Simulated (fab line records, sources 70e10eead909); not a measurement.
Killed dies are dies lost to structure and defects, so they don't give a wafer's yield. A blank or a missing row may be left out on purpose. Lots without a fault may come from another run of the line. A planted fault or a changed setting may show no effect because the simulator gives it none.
Problem report in the 8D (eight disciplines) form, filled by code | flow nand_harc | the parts of the form that need people (team, actions taken, sign-off) are left out

1. THE PROBLEM
killed_at_periphery at NHARC_END_SORT_01 reads a mean of 52 on 1 wafer of 1 lot; wafers without a fault read 4 with a standard deviation of 3.1. That is +15 standard deviations from the usual mean.
First seen on wafer L700.3, day 32 05:26, on prober-02. The record holds 6 wafers of 2 lots with a number at this step. Rule for "out", or "out of limits": more than 4 standard deviations from the usual mean. The other wafers with a number count as sound.

2. WHAT IT IS AND WHAT IT IS NOT
question                    | is                               | is not
which readings at this step | killed_at_periphery, killed_dies | killed_at_array, killed_at_other, killed_open, killed_short
which lots                  | L700                             | L688
which wafers of those lots  | L700.3                           | L700.4, L700.6
read on which gauges        | prober-02                        | -
when                        | from day 32 05:26                | up to then (3 sound wafers); but 2 sound wafers of L700 came after

3. SUSPECTS, AND WHAT RULES EACH OUT
Counting: a tool at a process step up to the reading stays a suspect if it ran every lot that is out. Sound lots after the first of them don't rule it out here, since some wafers of a struck lot are sound.
- the gauge at NHARC_END_SORT_01: kept. All the wafers that are out were read on prober-02, and no step on other tools shows them out.
- plasma_asher-01 at NHARC_P_GATE_STRIP_76 (strips in O2): kept. It ran the lot that is out, L700 (day 13 11:48); its last sound lot up to then is L688 (day 8 14:45).
- rie_diel-03 at NHARC_P_GATE_DESCUM_93 (chemistry O2, time 3 s): kept. It ran the lot that is out, L700 (day 13 12:44); its last sound lot up to then is L688 (day 8 15:54).
- pvd_sputter-03 at NHARC_P_GATE_PRE_CLEAN_110 (time 30 s): kept. It ran the lot that is out, L700 (day 13 14:46).
- pecvd-02 at NHARC_P_CONTACT_DEP_00 (deposits SiO2, target thk 500 nm): kept. It ran the lot that is out, L700 (day 32 05:26); its last sound lot up to then is L688 (day 27 13:49). NHARC_P_CONTACT_DEP_00 gives no start for some lots, so the hours and the order of its lots are those of NHARC_END_SORT_01.
- Within rie_diel-03 at NHARC_P_GATE_DESCUM_93: the wafers that are out ran in chamber 3; their sound lot-mates ran in chambers 0, 2.
Left after counting: plasma_asher-01 at NHARC_P_GATE_STRIP_76, rie_diel-03 at NHARC_P_GATE_DESCUM_93, pvd_sputter-03 at NHARC_P_GATE_PRE_CLEAN_110, pecvd-02 at NHARC_P_CONTACT_DEP_00, prober-02 at NHARC_END_SORT_01.

4. THE CAUSE (what the simulator had put in)
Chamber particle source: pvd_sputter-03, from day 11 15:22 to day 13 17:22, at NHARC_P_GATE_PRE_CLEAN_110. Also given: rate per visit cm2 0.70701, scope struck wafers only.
Counting left 5 suspects, and this tool is among them.

5. THE CHAIN OF EFFECTS, in route order
Each row: a reading whose mean over the struck wafers that have a number lies more than 3 standard deviations from the usual. Only readings for which the record gives a usual standard deviation are gone through. hours: the time from each lot's start at the first step in this table that gives one to its start at this step, as a median over the lots. sigmas: the change in usual standard deviations.
hours | step                    | reading             | usual | on struck wafers | change | sigmas
0     | NHARC_P_GATE_INSPECT_68 | raw_defect_count    | 223   | 547              | +324   | +3.4
446   | NHARC_END_SORT_01       | killed_at_periphery | 4     | 52               | +48    | +15
446   | NHARC_END_SORT_01       | killed_dies         | 64    | 145              | +81    | +4.5

6. WHAT WOULD HAVE CAUGHT IT SOONER
In this record the first reading out of limits at a measuring or inspecting step was taken at day 32 05:26, 494 hours after the fault began at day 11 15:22.
All the lots that are out (1) had begun NHARC_P_GATE_PRE_CLEAN_110 on pvd_sputter-03 by day 32 05:26. A hold on the tool at that time would have spared none of them.
